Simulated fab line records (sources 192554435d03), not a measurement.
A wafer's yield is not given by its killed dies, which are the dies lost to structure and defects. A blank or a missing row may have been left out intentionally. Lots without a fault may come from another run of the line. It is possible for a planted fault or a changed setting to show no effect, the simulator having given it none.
A single fault, viewed from 3 desks + flow n5Finfet + every desk sees just its own numbers, and what lay behind them comes last

## TOOL OWNER'S DESK, rtpAnneal-01
At N5_SD_ACTIVATION_RTA_00 (time 0 s), the tool's own readings, given per lot that ran on this tool as the mean of the sampled wafers with a number. Marked OUT: a lot whose mean sits more than 4 standard deviations from the usual mean, which makes it out of limits; the brackets give that distance. Shown are 7 of the 9 readings it has, namely the first that went out of limits plus those furthest out on some lot.
Columns: A = lampPowerPct at N5_SD_ACTIVATION_RTA_00, usual 8.95 %; B = lamp_zone_1_pct at N5_SD_ACTIVATION_RTA_00, usual 8.954 %; C = lamp_zone_3_pct at N5_SD_ACTIVATION_RTA_00, usual 8.949 %; D = lamp_zone_4_pct at N5_SD_ACTIVATION_RTA_00, usual 8.952 %; E = lamp_zone_5_pct at N5_SD_ACTIVATION_RTA_00, usual 8.953 %; F = lamp_zone_6_pct at N5_SD_ACTIVATION_RTA_00, usual 8.883 %; G = lamp_zone_7_pct at N5_SD_ACTIVATION_RTA_00, usual 9.35 %
| lot  | first seen here | A               | B               | C               | D               | E               | F               | G              |
|------|-----------------|-----------------|-----------------|-----------------|-----------------|-----------------|-----------------|----------------|
| L514 | day 5 14:01     | 8.92            | 8.930           | 8.928           | 8.960           | 8.942           | 8.864           | 9.32           |
| L515 | day 5 18:06     | 8.97            | 8.975           | 8.982           | 8.979           | 8.946           | 8.877           | 9.33           |
| L520 | day 6 21:37     | 9.39 (+7.9) OUT | 9.397 (+17) OUT | 9.390 (+15) OUT | 9.386 (+17) OUT | 9.399 (+16) OUT | 9.306 (+16) OUT | 9.82 (+15) OUT |
| L526 | day 8 08:08     | 9.36 (+7.3) OUT | 9.398 (+17) OUT | 9.428 (+17) OUT | 9.406 (+18) OUT | 9.384 (+15) OUT | 9.343 (+17) OUT | 9.85 (+16) OUT |
This desk's finding: out of limits on L520, L526; first on L520, day 6 21:37 (lampPowerPct at N5_SD_ACTIVATION_RTA_00). L514, L515 stayed within limits.

## THE DEFECT DESK
Per lot, the means of the sampled wafers with a number show what the inspections along the route counted. Marked OUT: a lot whose mean sits more than 4 standard deviations from the usual mean, which makes it out of limits; the brackets give that distance.
Columns: A = rawDefectCount at N5_SD_ACTIVATION_INSPECT_02, usual 183
| lot  | first seen here | A   |
|------|-----------------|-----|
| L508 | day 3 21:40     | 163 |
| L514 | day 5 14:44     | 226 |
| L515 | day 5 18:46     | 174 |
| L520 | day 6 22:22     | 188 |
| L522 | day 7 09:48     | 165 |
| L523 | day 7 16:19     | 183 |
| L526 | day 8 08:51     | 186 |
| L529 | day 9 10:18     | 178 |
This desk found nothing out of limits on any of the 8 lots.

## FROM THE METROLOGY DESK
What the gauges read, lot by lot, whatever tool the lot ran on: means of the sampled wafers that have a number. Marked OUT: a lot whose mean sits more than 4 standard deviations from the usual mean, which makes it out of limits; the brackets give that distance. Shown are 7 of the 19 readings it has, namely the first that went out of limits plus those furthest out on some lot.
Columns: A = DIBL_N at N5_BEOL_M4_RC_MEAS_101, usual 36.4 mV/V; B = IOFF_N at N5_BEOL_M4_RC_MEAS_101, usual 0.163 nA/um; C = IOFF_N_85C at N5_BEOL_M4_RC_MEAS_101, usual 3.2 nA/um; D = IOFF_N_LIN at N5_BEOL_M4_RC_MEAS_101, usual 0.075 nA/um; E = SS_N at N5_BEOL_M4_RC_MEAS_101, usual 71.6 mV/dec; F = VT_N at N5_BEOL_M4_RC_MEAS_101, usual 249.4 mV; G = VT_N_LVT at N5_BEOL_M4_RC_MEAS_101, usual 98.3 mV
| lot  | first seen here | A               | B               | C              | D               | E               | F                | G               |
|------|-----------------|-----------------|-----------------|----------------|-----------------|-----------------|------------------|-----------------|
| L508 | day 8 07:10     | 37.3            | 0.173           | 3.5            | 0.078           | 71.7            | 247.3            | 98.5            |
| L514 | day 9 20:26     | 35.8            | 0.163           | 3.2            | 0.076           | 71.7            | 248.0            | 98.4            |
| L515 | day 10 09:15    | 35.1            | 0.147           | 2.9            | 0.065           | 71.6            | 252.5            | 101.5           |
| L520 | day 11 17:55    | 50.1 (+9.8) OUT | 0.727 (+23) OUT | 11.1 (+20) OUT | 0.213 (+15) OUT | 75.5 (+7.6) OUT | 229.1 (-8.1) OUT | 77.2 (-7.8) OUT |
| L522 | day 11 21:12    | 36.1            | 0.145           | 2.9            | 0.066           | 71.9            | 253.0            | 101.5           |
| L523 | day 12 02:36    | 35.5            | 0.158           | 3.1            | 0.076           | 70.9            | 248.5            | 97.0            |
| L526 | day 12 22:25    | 54.8 (+13) OUT  | 0.978 (+34) OUT | 14.1 (+27) OUT | 0.228 (+16) OUT | 77.9 (+12) OUT  | 230.2 (-7.7) OUT | 80.8 (-6.5) OUT |
| L529 | day 13 18:05    | 38.1            | 0.174           | 3.3            | 0.079           | 71.7            | 249.6            | 98.3            |
Per this desk, out of limits: L520, L526; the first was L520, day 11 17:55 (DIBL_N at N5_BEOL_M4_RC_MEAS_101). L508, L514, L515, L522, L523, L529 stayed within limits.

## PUT TOGETHER
At day 6 21:37, on L520, L526, the tool owner's desk was in a position to raise an alarm.
At day 11 17:55 the metrology desk could have sounded an alarm, on L520, L526.
The defect desk saw nothing out of limits.
The defect desk has L520, L526 on record, within its limits.
All the named lots went through N5_SD_ACTIVATION_RTA_00 on rtpAnneal-01.

## WHAT WAS PUT IN BY THE SIMULATOR
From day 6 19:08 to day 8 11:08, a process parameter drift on rtpAnneal-01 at N5_SD_ACTIVATION_RTA_00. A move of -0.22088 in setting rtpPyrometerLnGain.
Lots struck among those shown: L520, L526.
Fault start to first reading out of limits, in hours, per desk: tool owner, 2; metrology, 119.
